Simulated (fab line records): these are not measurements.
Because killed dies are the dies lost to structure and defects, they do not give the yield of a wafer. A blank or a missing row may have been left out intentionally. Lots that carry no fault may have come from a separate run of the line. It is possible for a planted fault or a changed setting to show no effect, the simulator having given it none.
Which tool is to blame? || flow n5_finfet || 9 lots, 26 wafers sampled, at 5 steps of a route of 1938

## WHAT THE GAUGES READ, wafer by wafer
N5_BEOL_M4_RC_MEAS_101. Usual: DIBL_N 36.3 mV/V, standard deviation 1; DIBL_P 36.2 mV/V, standard deviation 1.4; IOFF_N 0.157 nA/um, standard deviation 0.021; IOFF_P 0.206 nA/um, standard deviation 0.025; ION_N 673 uA/um, standard deviation 9; ION_P 461 uA/um, standard deviation 6.4; SS_N 71.5 mV/dec, standard deviation 0.5; SS_P 73.2 mV/dec, standard deviation 0.47; VT_N 249.9 mV, standard deviation 2.4; VT_P -250.6 mV, standard deviation 2.9.
{"lot": "L464", "measured": "day 8 00:16", "on": "prober-01", "DIBL_N (mV/V)": "35.0 35.3 35.6", "DIBL_P (mV/V)": "35.5 34.7 35.7", "IOFF_N (nA/um)": "0.131 0.128 0.131", "IOFF_P (nA/um)": "0.174 0.170 0.179", "ION_N (uA/um)": "674 664 665", "ION_P (uA/um)": "456 452 456", "SS_N (mV/dec)": "71.2 71.7 70.8", "SS_P (mV/dec)": "72.7 73.0 72.5", "VT_N (mV)": "252.7 252.4 254.0", "VT_P (mV)": "-254.4 -255.1 -254.1", "flag": ""}
{"lot": "L465", "measured": "day 8 05:33", "on": "prober-01", "DIBL_N (mV/V)": "35.3 37.3 34.9", "DIBL_P (mV/V)": "34.4 37.2 34.2", "IOFF_N (nA/um)": "0.136 0.170 0.129", "IOFF_P (nA/um)": "0.177 0.217 0.175", "ION_N (uA/um)": "671 682 668", "ION_P (uA/um)": "462 467 461", "SS_N (mV/dec)": "70.8 71.2 70.1", "SS_P (mV/dec)": "73.1 74.0 73.2", "VT_N (mV)": "250.8 248.2 250.4", "VT_P (mV)": "-251.1 -250.9 -252.8", "flag": ""}
{"lot": "L471", "measured": "day 9 13:46", "on": "prober-01", "DIBL_N (mV/V)": "37.1 36.2 36.3", "DIBL_P (mV/V)": "38.0 37.4 37.1", "IOFF_N (nA/um)": "0.200 0.189 0.183", "IOFF_P (nA/um)": "0.260 0.241 0.251", "ION_N (uA/um)": "676 673 676", "ION_P (uA/um)": "464 463 465", "SS_N (mV/dec)": "72.4 71.8 71.9", "SS_P (mV/dec)": "74.0 73.5 74.3", "VT_N (mV)": "247.1 246.8 249.2", "VT_P (mV)": "-247.2 -248.0 -246.9", "flag": ""}
{"lot": "L474", "measured": "day 9 23:08", "on": "prober-02", "DIBL_N (mV/V)": "35.7 37.5 35.7", "DIBL_P (mV/V)": "34.6 36.7 34.4", "IOFF_N (nA/um)": "0.132 0.153 0.135", "IOFF_P (nA/um)": "0.177 0.205 0.174", "ION_N (uA/um)": "668 664 659", "ION_P (uA/um)": "458 458 456", "SS_N (mV/dec)": "71.7 71.8 71.9", "SS_P (mV/dec)": "72.9 73.6 72.6", "VT_N (mV)": "250.7 251.9 251.5", "VT_P (mV)": "-251.9 -251.3 -251.5", "flag": ""}
{"lot": "L475", "measured": "day 10 18:02", "on": "prober-01", "DIBL_N (mV/V)": "36.5 35.9 35.5", "DIBL_P (mV/V)": "35.9 35.9 35.2", "IOFF_N (nA/um)": "0.161 0.152 0.155", "IOFF_P (nA/um)": "0.207 0.208 0.199", "ION_N (uA/um)": "675 670 674", "ION_P (uA/um)": "461 465 469", "SS_N (mV/dec)": "71.6 71.8 71.9", "SS_P (mV/dec)": "72.9 72.8 72.5", "VT_N (mV)": "248.3 250.5 249.1", "VT_P (mV)": "-252.3 -248.5 -248.3", "flag": ""}
{"lot": "L477", "measured": "day 11 07:11", "on": "prober-01", "DIBL_N (mV/V)": "33.5 35.0", "DIBL_P (mV/V)": "32.4 34.8", "IOFF_N (nA/um)": "0.125 0.146", "IOFF_P (nA/um)": "0.165 0.197", "ION_N (uA/um)": "663 674", "ION_P (uA/um)": "447 465", "SS_N (mV/dec)": "71.0 71.1", "SS_P (mV/dec)": "73.2 72.9", "VT_N (mV)": "252.8 250.0", "VT_P (mV)": "-254.5 -252.0", "flag": ""}
{"lot": "L478", "measured": "day 11 11:57", "on": "prober-01", "DIBL_N (mV/V)": "36.6 36.8 36.1", "DIBL_P (mV/V)": "36.7 36.7 34.8", "IOFF_N (nA/um)": "0.187 0.202 0.169", "IOFF_P (nA/um)": "0.259 0.271 0.233", "ION_N (uA/um)": "685 687 682", "ION_P (uA/um)": "470 475 471", "SS_N (mV/dec)": "71.7 71.7 71.1", "SS_P (mV/dec)": "73.0 72.9 72.7", "VT_N (mV)": "247.2 243.5 247.3", "VT_P (mV)": "-244.2 -244.8 -248.5", "flag": ""}
{"lot": "L484", "measured": "day 12 23:17", "on": "prober-01", "DIBL_N (mV/V)": "35.8 34.6 35.3", "DIBL_P (mV/V)": "36.5 35.0 35.7", "IOFF_N (nA/um)": "0.162 0.136 0.152", "IOFF_P (nA/um)": "0.227 0.198 0.210", "ION_N (uA/um)": "680 670 677", "ION_P (uA/um)": "469 467 468", "SS_N (mV/dec)": "71.4 71.5 71.4", "SS_P (mV/dec)": "74.0 72.7 73.7", "VT_N (mV)": "245.4 251.9 251.6", "VT_P (mV)": "-247.4 -251.0 -245.4", "flag": ""}
{"lot": "L486", "measured": "day 13 13:49", "on": "prober-02", "DIBL_N (mV/V)": "37.8 35.6 33.4", "DIBL_P (mV/V)": "38.4 35.6 32.3", "IOFF_N (nA/um)": "0.180 0.145 0.106", "IOFF_P (nA/um)": "0.230 0.187 0.148", "ION_N (uA/um)": "674 664 663", "ION_P (uA/um)": "462 457 455", "SS_N (mV/dec)": "71.7 72.1 70.7", "SS_P (mV/dec)": "74.2 72.9 72.3", "VT_N (mV)": "248.4 251.5 255.4", "VT_P (mV)": "-251.4 -251.2 -255.0", "flag": ""}

## WHICH TOOL RAN EACH LOT (tool, then ch and the chambers of the sampled wafers, then the start)
{"lot": "L464", "N5_HKMG_FIN_STRIP_34": "rie_diel-06 ch 2,3, day 4 03:37", "N5_HKMG_FIN_ETCH_67": "rie_diel-02 ch 0,3, day 4 05:49", "N5_HKMG_FIN_ETCHBACK_68": "rie_metal-02 ch 0,1, day 4 06:01", "N5_HKMG_FIN_ALD_72": "cvd_w-02 ch 0,1, day 4 06:55"}
{"lot": "L465", "N5_HKMG_FIN_STRIP_34": "rie_diel-04 ch 0,1,3, day 4 12:07", "N5_HKMG_FIN_ETCH_67": "rie_diel-06 ch 2,3, day 4 14:22", "N5_HKMG_FIN_ETCHBACK_68": "rie_metal-02 ch 0,1, day 4 14:38", "N5_HKMG_FIN_ALD_72": "cvd_w-01 ch 0,1, day 4 15:29"}
{"lot": "L471", "N5_HKMG_FIN_STRIP_34": "rie_diel-04 ch 0,2,3, day 5 20:30", "N5_HKMG_FIN_ETCH_67": "rie_diel-02 ch 0,3, day 5 22:37", "N5_HKMG_FIN_ETCHBACK_68": "rie_metal-03 ch 0,1, day 5 22:50", "N5_HKMG_FIN_ALD_72": "cvd_w-02 ch 0,1, day 5 23:43"}
{"lot": "L474", "N5_HKMG_FIN_STRIP_34": "rie_diel-02 ch 0,1,3, day 6 15:16", "N5_HKMG_FIN_ETCH_67": "rie_diel-04 ch 0,1,3, day 6 17:26", "N5_HKMG_FIN_ETCHBACK_68": "rie_metal-01 ch 0,1, day 6 17:41", "N5_HKMG_FIN_ALD_72": "cvd_w-01 ch 0,1, day 6 18:35"}
{"lot": "L475", "N5_HKMG_FIN_STRIP_34": "rie_diel-04 ch 1,2,3, day 7 02:02", "N5_HKMG_FIN_ETCH_67": "rie_diel-02 ch 1,3, day 7 04:09", "N5_HKMG_FIN_ETCHBACK_68": "rie_metal-03 ch 0,1, day 7 04:22", "N5_HKMG_FIN_ALD_72": "cvd_w-02 ch 1, day 7 05:16"}
{"lot": "L477", "N5_HKMG_FIN_STRIP_34": "rie_diel-06 ch 0,1, day 7 09:01", "N5_HKMG_FIN_ETCH_67": "rie_diel-06 ch 0,3, day 7 11:10", "N5_HKMG_FIN_ETCHBACK_68": "rie_metal-01 ch 0,1, day 7 11:23", "N5_HKMG_FIN_ALD_72": "cvd_w-01 ch 0,1, day 7 12:17"}
{"lot": "L478", "N5_HKMG_FIN_STRIP_34": "rie_diel-06 ch 1,2,3, day 7 18:54", "N5_HKMG_FIN_ETCH_67": "rie_diel-04 ch 0,2,3, day 7 21:11", "N5_HKMG_FIN_ETCHBACK_68": "rie_metal-02 ch 0,1, day 7 21:25", "N5_HKMG_FIN_ALD_72": "cvd_w-01 ch 0,1, day 7 22:18"}
{"lot": "L484", "N5_HKMG_FIN_STRIP_34": "rie_diel-04 ch 1,2, day 9 09:10", "N5_HKMG_FIN_ETCH_67": "rie_diel-06 ch 0,1,3, day 9 11:36", "N5_HKMG_FIN_ETCHBACK_68": "rie_metal-02 ch 0,1, day 9 11:50", "N5_HKMG_FIN_ALD_72": "cvd_w-02 ch 0,1, day 9 12:44"}
{"lot": "L486", "N5_HKMG_FIN_STRIP_34": "rie_diel-06 ch 0,1,3, day 9 20:19", "N5_HKMG_FIN_ETCH_67": "rie_diel-02 ch 2,3, day 9 22:38", "N5_HKMG_FIN_ETCHBACK_68": "rie_metal-01 ch 0,1, day 9 22:52", "N5_HKMG_FIN_ALD_72": "cvd_w-02 ch 0,1, day 9 23:45"}
- N5_HKMG_FIN_STRIP_34: strips in CF4.
- N5_HKMG_FIN_ETCH_67: etches SOC in N2/H2, stops on TiN, target depth 388.9 nm.
- N5_HKMG_FIN_ETCHBACK_68: etches the open film in Cl2/Ar, stops on HfO2, target depth 0.5 nm.
- N5_HKMG_FIN_ALD_72: deposits W, target thk 2 nm, pulse time 1 s, purge time 2 s.

## AS READ BY THE TOOLS THEMSELVES (means over the sampled wafers that have a number; for cases with no such wafer, the mark the record gives instead)
N5_HKMG_FIN_STRIP_34. Usual: cf4_flow_sccm 150.0 sccm, standard deviation 0.46; drypump_motor_current_A 5.8 A, standard deviation 0.58; oes_product_au 0.78 a.u., standard deviation 0.064; rf_vpp_V 271.1 V, standard deviation 1.5; showerhead_plenum_p_Torr 1.79 Torr, standard deviation 0.056; throttle_valve_pct 13.58 %, standard deviation 0.23.
{"lot": "L464", "tool": "rie_diel-06", "cf4_flow_sccm (sccm)": 150.0, "drypump_motor_current_A (A)": 5.3, "oes_product_au (a.u.)": 0.80, "rf_vpp_V (V)": 270.2, "showerhead_plenum_p_Torr (Torr)": 1.79, "throttle_valve_pct (%)": 13.47, "flag": ""}
{"lot": "L465", "tool": "rie_diel-04", "cf4_flow_sccm (sccm)": 149.8, "drypump_motor_current_A (A)": 6.1, "oes_product_au (a.u.)": 0.76, "rf_vpp_V (V)": 271.7, "showerhead_plenum_p_Torr (Torr)": 1.82, "throttle_valve_pct (%)": 13.68, "flag": ""}
{"lot": "L471", "tool": "rie_diel-04", "cf4_flow_sccm (sccm)": 149.8, "drypump_motor_current_A (A)": 6.1, "oes_product_au (a.u.)": 0.81, "rf_vpp_V (V)": 273.0, "showerhead_plenum_p_Torr (Torr)": 1.81, "throttle_valve_pct (%)": 13.54, "flag": ""}
{"lot": "L474", "tool": "rie_diel-02", "cf4_flow_sccm (sccm)": 149.6, "drypump_motor_current_A (A)": 5.3, "oes_product_au (a.u.)": 0.76, "rf_vpp_V (V)": 271.2, "showerhead_plenum_p_Torr (Torr)": 1.79, "throttle_valve_pct (%)": 13.64, "flag": ""}
{"lot": "L475", "tool": "rie_diel-04", "cf4_flow_sccm (sccm)": 149.9, "drypump_motor_current_A (A)": 6.0, "oes_product_au (a.u.)": 0.78, "rf_vpp_V (V)": 270.8, "showerhead_plenum_p_Torr (Torr)": 1.80, "throttle_valve_pct (%)": 13.60, "flag": ""}
{"lot": "L477", "tool": "rie_diel-06", "cf4_flow_sccm (sccm)": 149.8, "drypump_motor_current_A (A)": 6.2, "oes_product_au (a.u.)": 0.77, "rf_vpp_V (V)": 271.2, "showerhead_plenum_p_Torr (Torr)": 1.80, "throttle_valve_pct (%)": 13.59, "flag": ""}
{"lot": "L478", "tool": "rie_diel-06", "cf4_flow_sccm (sccm)": 150.5, "drypump_motor_current_A (A)": 5.5, "oes_product_au (a.u.)": 0.75, "rf_vpp_V (V)": 271.1, "showerhead_plenum_p_Torr (Torr)": 1.80, "throttle_valve_pct (%)": 13.63, "flag": ""}
{"lot": "L484", "tool": "rie_diel-04", "cf4_flow_sccm (sccm)": 149.9, "drypump_motor_current_A (A)": 5.8, "oes_product_au (a.u.)": 0.85, "rf_vpp_V (V)": 270.1, "showerhead_plenum_p_Torr (Torr)": 1.75, "throttle_valve_pct (%)": 13.49, "flag": ""}
{"lot": "L486", "tool": "rie_diel-06", "cf4_flow_sccm (sccm)": 149.9, "drypump_motor_current_A (A)": 5.8, "oes_product_au (a.u.)": 0.76, "rf_vpp_V (V)": 271.7, "showerhead_plenum_p_Torr (Torr)": 1.80, "throttle_valve_pct (%)": 13.64, "flag": ""}

N5_HKMG_FIN_ETCH_67. Usual: drypump_motor_current_A 5.8 A, standard deviation 0.58; h2_flow_sccm 200.0 sccm, standard deviation 0.63; oes_product_au 0.78 a.u., standard deviation 0.086; rf_vpp_V 240.7 V, standard deviation 1.2; showerhead_plenum_p_Torr 2.55 Torr, standard deviation 0.076; throttle_valve_pct 17.89 %, standard deviation 0.29.
{"lot": "L464", "tool": "rie_diel-02", "drypump_motor_current_A (A)": 5.2, "h2_flow_sccm (sccm)": 200.1, "oes_product_au (a.u.)": 0.67, "rf_vpp_V (V)": 240.3, "showerhead_plenum_p_Torr (Torr)": 2.52, "throttle_valve_pct (%)": 18.02, "flag": ""}
{"lot": "L465", "tool": "rie_diel-06", "drypump_motor_current_A (A)": 5.6, "h2_flow_sccm (sccm)": 200.3, "oes_product_au (a.u.)": 0.77, "rf_vpp_V (V)": 239.2, "showerhead_plenum_p_Torr (Torr)": 2.50, "throttle_valve_pct (%)": 17.71, "flag": ""}
{"lot": "L471", "tool": "rie_diel-02", "drypump_motor_current_A (A)": 5.1, "h2_flow_sccm (sccm)": 199.5, "oes_product_au (a.u.)": 0.76, "rf_vpp_V (V)": 240.1, "showerhead_plenum_p_Torr (Torr)": 2.52, "throttle_valve_pct (%)": 18.10, "flag": ""}
{"lot": "L474", "tool": "rie_diel-04", "drypump_motor_current_A (A)": 6.2, "h2_flow_sccm (sccm)": 200.2, "oes_product_au (a.u.)": 0.74, "rf_vpp_V (V)": 241.0, "showerhead_plenum_p_Torr (Torr)": 2.57, "throttle_valve_pct (%)": 17.87, "flag": ""}
{"lot": "L475", "tool": "rie_diel-02", "drypump_motor_current_A (A)": 5.4, "h2_flow_sccm (sccm)": 199.7, "oes_product_au (a.u.)": 0.69, "rf_vpp_V (V)": 241.4, "showerhead_plenum_p_Torr (Torr)": 2.60, "throttle_valve_pct (%)": 18.23, "flag": ""}
{"lot": "L477", "tool": "rie_diel-06", "drypump_motor_current_A (A)": 5.8, "h2_flow_sccm (sccm)": 199.6, "oes_product_au (a.u.)": 0.79, "rf_vpp_V (V)": 240.2, "showerhead_plenum_p_Torr (Torr)": 2.52, "throttle_valve_pct (%)": 17.75, "flag": ""}
{"lot": "L478", "tool": "rie_diel-04", "drypump_motor_current_A (A)": 6.1, "h2_flow_sccm (sccm)": 200.0, "oes_product_au (a.u.)": 0.78, "rf_vpp_V (V)": 241.1, "showerhead_plenum_p_Torr (Torr)": 2.55, "throttle_valve_pct (%)": 17.81, "flag": ""}
{"lot": "L484", "tool": "rie_diel-06", "drypump_motor_current_A (A)": 5.8, "h2_flow_sccm (sccm)": 200.0, "oes_product_au (a.u.)": 0.76, "rf_vpp_V (V)": 240.5, "showerhead_plenum_p_Torr (Torr)": 2.56, "throttle_valve_pct (%)": 17.93, "flag": ""}
{"lot": "L486", "tool": "rie_diel-02", "drypump_motor_current_A (A)": 6.0, "h2_flow_sccm (sccm)": 200.0, "oes_product_au (a.u.)": 0.76, "rf_vpp_V (V)": 241.0, "showerhead_plenum_p_Torr (Torr)": 2.55, "throttle_valve_pct (%)": 18.13, "flag": ""}

N5_HKMG_FIN_ETCHBACK_68. Usual: drypump_motor_current_A 5.9 A, standard deviation 0.41; oes_product_au 0.77 a.u., standard deviation 0.11; throttle_valve_pct 20.82 %, standard deviation 0.13.
{"lot": "L464", "tool": "rie_metal-02", "drypump_motor_current_A (A)": 6.1, "oes_product_au (a.u.)": 0.85, "throttle_valve_pct (%)": 20.87, "flag": ""}
{"lot": "L465", "tool": "rie_metal-02", "drypump_motor_current_A (A)": 6.1, "oes_product_au (a.u.)": 0.85, "throttle_valve_pct (%)": 20.86, "flag": ""}
{"lot": "L471", "tool": "rie_metal-03", "drypump_motor_current_A (A)": 5.4, "oes_product_au (a.u.)": 0.87, "throttle_valve_pct (%)": 20.86, "flag": ""}
{"lot": "L474", "tool": "rie_metal-01", "drypump_motor_current_A (A)": 5.9, "oes_product_au (a.u.)": 0.68, "throttle_valve_pct (%)": 20.80, "flag": ""}
{"lot": "L475", "tool": "rie_metal-03", "drypump_motor_current_A (A)": 5.4, "oes_product_au (a.u.)": 0.85, "throttle_valve_pct (%)": 20.87, "flag": ""}
{"lot": "L477", "tool": "rie_metal-01", "drypump_motor_current_A (A)": 5.8, "oes_product_au (a.u.)": 0.65, "throttle_valve_pct (%)": 20.85, "flag": ""}
{"lot": "L478", "tool": "rie_metal-02", "drypump_motor_current_A (A)": 6.2, "oes_product_au (a.u.)": 0.81, "throttle_valve_pct (%)": 20.88, "flag": ""}
{"lot": "L484", "tool": "rie_metal-02", "drypump_motor_current_A (A)": 6.1, "oes_product_au (a.u.)": 0.80, "throttle_valve_pct (%)": 20.81, "flag": ""}
{"lot": "L486", "tool": "rie_metal-01", "drypump_motor_current_A (A)": 5.6, "oes_product_au (a.u.)": 0.87, "throttle_valve_pct (%)": 20.73, "flag": ""}

N5_HKMG_FIN_ALD_72. Usual: chamber_pressure_Torr 7.502 Torr, standard deviation 0.014; heater_power_w 474 W, standard deviation 52; precursor_pulse_height_rel 0.999, standard deviation 0.021.
{"lot": "L464", "tool": "cvd_w-02", "chamber_pressure_Torr (Torr)": 7.495, "heater_power_w (W)": 411, "precursor_pulse_height_rel": 0.987, "flag": ""}
{"lot": "L465", "tool": "cvd_w-01", "chamber_pressure_Torr (Torr)": 7.487, "heater_power_w (W)": 502, "precursor_pulse_height_rel": 1.021, "flag": ""}
{"lot": "L471", "tool": "cvd_w-02", "chamber_pressure_Torr (Torr)": 7.499, "heater_power_w (W)": 418, "precursor_pulse_height_rel": 1.010, "flag": ""}
{"lot": "L474", "tool": "cvd_w-01", "chamber_pressure_Torr (Torr)": 7.495, "heater_power_w (W)": 506, "precursor_pulse_height_rel": 1.010, "flag": ""}
{"lot": "L475", "tool": "cvd_w-02", "chamber_pressure_Torr (Torr)": 7.488, "heater_power_w (W)": 482, "precursor_pulse_height_rel": 0.982, "flag": ""}
{"lot": "L477", "tool": "cvd_w-01", "chamber_pressure_Torr (Torr)": 7.505, "heater_power_w (W)": 514, "precursor_pulse_height_rel": 1.016, "flag": ""}
{"lot": "L478", "tool": "cvd_w-01", "chamber_pressure_Torr (Torr)": 7.526, "heater_power_w (W)": 513, "precursor_pulse_height_rel": 0.998, "flag": ""}
{"lot": "L484", "tool": "cvd_w-02", "chamber_pressure_Torr (Torr)": 7.503, "heater_power_w (W)": 446, "precursor_pulse_height_rel": 0.995, "flag": ""}
{"lot": "L486", "tool": "cvd_w-02", "chamber_pressure_Torr (Torr)": 7.505, "heater_power_w (W)": 448, "precursor_pulse_height_rel": 0.998, "flag": ""}

## THE ANSWER, worked out from the rows above alone
Rule: lot off if the mean of its wafers having a number is beyond 3 standard deviations from the usual mean. Also off: a lot with no number at a reading for which 4 or more lots have one. All remaining lots with rows at the step are treated as sound. The gauges are gone through in route order, then the tools' own readings, and for those a lot's mean is taken as printed above. At the first step where some lot is off, the reading lying furthest off is the one used; lots without a number count as furthest.
Across all readings shown, no lot is off: no conclusion can be drawn from this.

## WHAT THE SIMULATOR PUT IN
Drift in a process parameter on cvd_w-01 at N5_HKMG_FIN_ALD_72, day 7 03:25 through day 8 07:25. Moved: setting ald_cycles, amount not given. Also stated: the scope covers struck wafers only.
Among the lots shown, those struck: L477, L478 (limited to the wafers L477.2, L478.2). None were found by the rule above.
